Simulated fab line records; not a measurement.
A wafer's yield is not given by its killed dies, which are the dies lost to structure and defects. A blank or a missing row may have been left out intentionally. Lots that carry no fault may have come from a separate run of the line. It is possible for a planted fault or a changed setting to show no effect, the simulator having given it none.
Which tool was responsible? ; flow n5-finfet ; 24 lots, 72 wafers sampled, at 6 steps of a route of 1938

WHAT THE GAUGES READ, wafer by wafer
N5_WELL_APT_INSPECT_38: inspects for defects (darkfield).
lot;measured;on;raw-defect-count
L074;day 1 17:20;defect-inspect-02;3 10 10
L075;day 2 00:29;defect-inspect-01;10 10 5
L076;day 2 06:02;defect-inspect-02;9 4 9
L077;day 2 10:53;defect-inspect-01;15 12 4
L078;day 2 17:48;defect-inspect-01;12 12 11
L079;day 2 22:59;defect-inspect-02;12 15 17
L080;day 3 08:59;defect-inspect-02;14 15 12
L081;day 3 10:40;defect-inspect-01;20 13 19
L082;day 3 16:43;defect-inspect-01;14 20 19
L083;day 3 22:33;defect-inspect-01;10 21 17
L084;day 4 05:52;defect-inspect-01;12 12 16
L085;day 4 11:16;defect-inspect-01;9 10 12
L086;day 4 17:20;defect-inspect-01;12 9 20
L087;day 4 22:42;defect-inspect-02;13 9 6
L088;day 5 04:50;defect-inspect-01;15 22 16
L089;day 5 10:40;defect-inspect-02;6 7 5
L090;day 5 16:53;defect-inspect-02;8 12 12
L091;day 5 23:26;defect-inspect-02;20 18 8
L092;day 6 05:59;defect-inspect-02;22 20 20
L093;day 6 10:32;defect-inspect-02;6 11 9
L094;day 6 17:11;defect-inspect-02;18 10 16
L095;day 6 22:34;defect-inspect-01;33 15 26
L096;day 7 04:31;defect-inspect-01;14 12 12
L097;day 7 11:14;defect-inspect-02;15 10 14

N5_PMOS_HMC_CHANNEL_EPI_INSPECT_30: inspects for defects (darkfield).
lot;measured;on;raw-defect-count
L074;day 1 21:11;defect-inspect-02;12 25 15
L075;day 2 03:56;defect-inspect-01;17 27 15
L076;day 2 09:27;defect-inspect-01;27 13 18
L077;day 2 14:14;defect-inspect-01;22 10 23
L078;day 2 23:25;defect-inspect-01;19 16 17
L079;day 3 02:14;defect-inspect-02;22 15 29
L080;day 3 12:47;defect-inspect-02;21 19 26
L081;day 3 14:26;defect-inspect-01;22 18 13
L082;day 3 20:27;defect-inspect-02;13 14 17
L083;day 4 01:42;defect-inspect-01;16 16 17
L084;day 4 09:53;defect-inspect-02;18 28 19
L085;day 4 15:19;defect-inspect-02;26 31 22
L086;day 4 21:01;defect-inspect-01;24 25 40
L087;day 5 02:02;defect-inspect-02;32 16 28
L088;day 5 08:06;defect-inspect-02;13 24 12
L089;day 5 13:55;defect-inspect-02;8 18 29
L090;day 5 20:08;defect-inspect-01;24 16 16
L091;day 6 03:31;defect-inspect-01;18 24 27
L092;day 6 09:32;defect-inspect-02;22 17 16
L093;day 6 14:32;defect-inspect-01;14 19 14
L094;day 6 20:26;defect-inspect-01;17 12 26
L095;day 7 01:50;defect-inspect-02;22 16 26
L096;day 7 08:05;defect-inspect-02;18 13 11
L097;day 7 15:20;defect-inspect-02;33 23 20

N5_FIN_SAQP_OCD_MEAS_76.
lot;measured;on;trench-depth-nm (nm)
L074;day 2 05:06;ocd-01;118.7 117.1 120.0
L075;day 2 10:51;ocd-02;111.9 118.2 112.3
L076;day 2 16:17;ocd-02;118.3 118.2 115.4
L077;day 2 20:36;ocd-02;117.7 120.9 120.1
L078;day 3 06:56;ocd-01;121.0 120.2 117.3
L079;day 3 08:25;ocd-01;118.5 116.0 115.5
L080;day 3 20:59;ocd-01;118.7 118.9 119.8
L081;day 3 22:15;ocd-02;116.7 120.4 113.9
L082;day 4 02:17;ocd-01;121.0 116.4 114.8
L083;day 4 11:59;ocd-01;121.1 115.2 117.4
L084;day 4 16:46;ocd-02;116.7 116.9 114.4
L085;day 4 22:02;ocd-02;120.8 116.1 120.0
L086;day 5 05:29;ocd-02;120.9 113.9 114.6
L087;day 5 09:40;ocd-01;120.4 119.0 118.9
L088;day 5 13:58;ocd-01;120.7 116.9 115.1
L089;day 5 21:15;ocd-02;120.8 121.9 121.3
L090;day 6 02:02;ocd-02;118.7 118.3 118.4
L091;day 6 11:19;ocd-02;120.9 116.3 116.7
L092;day 6 16:14;ocd-01;115.5 121.0 118.4
L093;day 6 20:37;ocd-02;118.1 118.3 119.2
L094;day 7 02:19;ocd-01;120.0 118.3 119.7
L095;day 7 07:46;ocd-02;120.2 119.0 115.0
L096;day 7 14:05;ocd-01;121.3 119.1 119.6
L097;day 7 21:20;ocd-01;119.5 116.9 114.9

WHAT TOOL EACH LOT RAN ON (gives the tool, then ch and the chambers of the sampled wafers, and finally the start)
lot;N5_FIN_SAQP_PECVD_48;N5_FIN_SAQP_HM_CD_35;N5_FIN_SAQP_FIN_ETCH_36
L074;pecvd-03 ch 0,1, day 1 21:55;cd-sem-03, day 2 04:49;rie-si-03 ch 0,2, day 2 04:53
L075;pecvd-01 ch 0,1, day 2 04:58;cd-sem-01, day 2 10:34;rie-si-05 ch 0,3, day 2 10:38
L076;pecvd-01 ch 0,1,2, day 2 10:20;cd-sem-03, day 2 16:00;rie-si-03 ch 0,1,3, day 2 16:04
L077;pecvd-03 ch 0,2, day 2 14:58;cd-sem-01, day 2 20:19;rie-si-02 ch 0,2,3, day 2 20:23
L078;pecvd-02 ch 0,1, day 3 01:23;cd-sem-02, day 3 06:39;rie-si-02 ch 0,2,3, day 3 06:43
L079;pecvd-03 ch 0,2, day 3 02:59;cd-sem-02, day 3 08:07;rie-si-03 ch 1,3, day 3 08:11
L080;pecvd-01 ch 0,1,2, day 3 14:31;cd-sem-03, day 3 20:41;rie-si-02 ch 1,3, day 3 20:45
L081;pecvd-03 ch 0,1,2, day 3 15:26;cd-sem-02, day 3 21:58;rie-si-05 ch 0,1,2, day 3 22:02
L082;pecvd-02 ch 0,1,2, day 3 21:11;cd-sem-02, day 4 01:59;rie-si-05 ch 0,1,3, day 4 02:03
L083;pecvd-03 ch 0,1, day 4 02:28;cd-sem-03, day 4 11:41;rie-si-05 ch 0,1,2, day 4 11:46
L084;pecvd-02 ch 0,2, day 4 11:17;cd-sem-02, day 4 16:29;rie-si-03 ch 0,1,3, day 4 16:33
L085;pecvd-02 ch 0,1, day 4 16:03;cd-sem-01, day 4 21:44;rie-si-05 ch 1,2,3, day 4 21:49
L086;pecvd-03 ch 0,2, day 4 22:07;cd-sem-02, day 5 05:12;rie-si-05 ch 0,1,2, day 5 05:16
L087;pecvd-02 ch 0,1,2, day 5 04:51;cd-sem-03, day 5 09:23;rie-si-02 ch 0,1, day 5 09:27
L088;pecvd-02 ch 0,1,2, day 5 09:05;cd-sem-03, day 5 13:40;rie-si-05 ch 0,1,3, day 5 13:44
L089;pecvd-03 ch 0,1,2, day 5 16:13;cd-sem-01, day 5 20:58;rie-si-05 ch 2,3, day 5 21:02
L090;pecvd-02 ch 0,1,2, day 5 21:04;cd-sem-03, day 6 01:46;rie-si-02 ch 0,1, day 6 01:49
L091;pecvd-01 ch 0,2, day 6 04:18;cd-sem-01, day 6 11:01;rie-si-03 ch 1,2,3, day 6 11:05
L092;pecvd-02 ch 0,1,2, day 6 10:20;cd-sem-02, day 6 15:57;rie-si-05 ch 1,2,3, day 6 16:01
L093;pecvd-01 ch 0,2, day 6 15:19;cd-sem-02, day 6 20:17;rie-si-02 ch 2,3, day 6 20:21
L094;pecvd-02 ch 0,2, day 6 21:17;cd-sem-02, day 7 02:02;rie-si-03 ch 0,2, day 7 02:06
L095;pecvd-01 ch 0,1,2, day 7 02:32;cd-sem-01, day 7 07:28;rie-si-03 ch 0,1,2, day 7 07:32
L096;pecvd-03 ch 0,1,2, day 7 08:48;cd-sem-02, day 7 13:47;rie-si-02 ch 0,2, day 7 13:52
L097;pecvd-03 ch 1,2, day 7 16:26;cd-sem-02, day 7 21:02;rie-si-05 ch 0,1,3, day 7 21:05
- N5_FIN_SAQP_PECVD_48: deposits SiNx from SiH4/NH3/N2, target thk 25 nm, time 22.1 s.
- N5_FIN_SAQP_HM_CD_35: target cd 8 nm.
- N5_FIN_SAQP_FIN_ETCH_36: etches the open film in HBr/Cl2/O2, target depth 120 nm, time 50.4 s.

AS READ BY THE TOOLS THEMSELVES (means over the sampled wafers that have a number; for cases with no such wafer, the mark the record gives instead)
N5_FIN_SAQP_PECVD_48.
lot;tool;heater-power-w (W);showerhead-plenum-p-Torr (Torr);throttle-valve-pct (%)
L074;pecvd-03;691;5.08;39
L075;pecvd-01;823;5.23;42
L076;pecvd-01;821;5.17;42
L077;pecvd-03;627;5.12;40
L078;pecvd-02;695;5.19;40
L079;pecvd-03;684;5.13;39
L080;pecvd-01;775;5.17;42
L081;pecvd-03;668;5.10;39
L082;pecvd-02;715;5.15;40
L083;pecvd-03;705;5.08;39
L084;pecvd-02;702;5.12;37
L085;pecvd-02;696;5.19;40
L086;pecvd-03;694;5.13;40
L087;pecvd-02;704;5.16;40
L088;pecvd-02;660;5.16;40
L089;pecvd-03;650;5.10;40
L090;pecvd-02;681;5.17;40
L091;pecvd-01;713;5.21;40
L092;pecvd-02;665;5.16;40
L093;pecvd-01;738;5.10;43
L094;pecvd-02;698;5.12;37
L095;pecvd-01;765;5.18;42
L096;pecvd-03;677;5.11;39
L097;pecvd-03;701;5.05;37

N5_FIN_SAQP_HM_CD_35.
lot;tool;cd-nm (nm)
L074;cd-sem-03;8.17
L075;cd-sem-01;8.07
L076;cd-sem-03;7.74
L077;cd-sem-01;8.02
L078;cd-sem-02;8.39
L079;cd-sem-02;7.95
L080;cd-sem-03;8.17
L081;cd-sem-02;8.23
L082;cd-sem-02;8.13
L083;cd-sem-03;8.19
L084;cd-sem-02;8.00
L085;cd-sem-01;8.11
L086;cd-sem-02;8.37
L087;cd-sem-03;7.93
L088;cd-sem-03;7.99
L089;cd-sem-01;8.05
L090;cd-sem-03;7.94
L091;cd-sem-01;8.02
L092;cd-sem-02;8.15
L093;cd-sem-02;8.27
L094;cd-sem-02;8.12
L095;cd-sem-01;8.21
L096;cd-sem-02;8.29
L097;cd-sem-02;8.05

N5_FIN_SAQP_FIN_ETCH_36.
lot;tool;drypump-motor-current-A (A);oes-product-au (a.u.);throttle-valve-pct (%)
L074;rie-si-03;5.6;0.980;35.3
L075;rie-si-05;6.0;0.973;36.4
L076;rie-si-03;5.7;0.987;35.8
L077;rie-si-02;5.7;0.978;35.9
L078;rie-si-02;5.7;0.991;35.9
L079;rie-si-03;5.6;0.988;36.1
L080;rie-si-02;5.9;0.983;35.6
L081;rie-si-05;6.2;0.992;36.2
L082;rie-si-05;6.1;0.987;36.1
L083;rie-si-05;6.2;1.005;36.2
L084;rie-si-03;5.7;0.977;35.8
L085;rie-si-05;6.2;1.007;36.0
L086;rie-si-05;6.2;0.992;36.2
L087;rie-si-02;6.1;0.984;35.6
L088;rie-si-05;6.1;0.993;36.0
L089;rie-si-05;6.3;1.018;36.3
L090;rie-si-02;6.1;0.975;35.7
L091;rie-si-03;5.7;0.993;35.8
L092;rie-si-05;6.2;1.004;36.0
L093;rie-si-02;5.5;0.986;35.9
L094;rie-si-03;5.6;0.981;35.3
L095;rie-si-03;5.8;0.989;35.4
L096;rie-si-02;5.7;0.994;36.1
L097;rie-si-05;6.1;0.985;36.1

THE ANSWER, worked out from the rows above alone
Rule: the usual values come from the lots themselves. The widest of any qualifying gaps counts: lots, ordered by their means at a reading, are off when they make up no more than a third of the lots, leave a main group of 4 or more, and stand apart from it by 3 or more times the standard deviation of that group's means. Not used: any main group whose means are identical at the precision the tables above print for the reading. A lot without any number at a reading at which 4 lots or more have one is off too. The other lots that the step has rows for count as sound. Order of review: gauges by route order, followed by the tools' own readings, for which a lot's mean as printed above is used. The first step at which some lot is off is used, and at that step the reading that is off furthest; a lot without a number counts as furthest.
Across all readings shown, no lot is off: no conclusion can be drawn from this.

WHAT THE SIMULATOR HAD INSERTED
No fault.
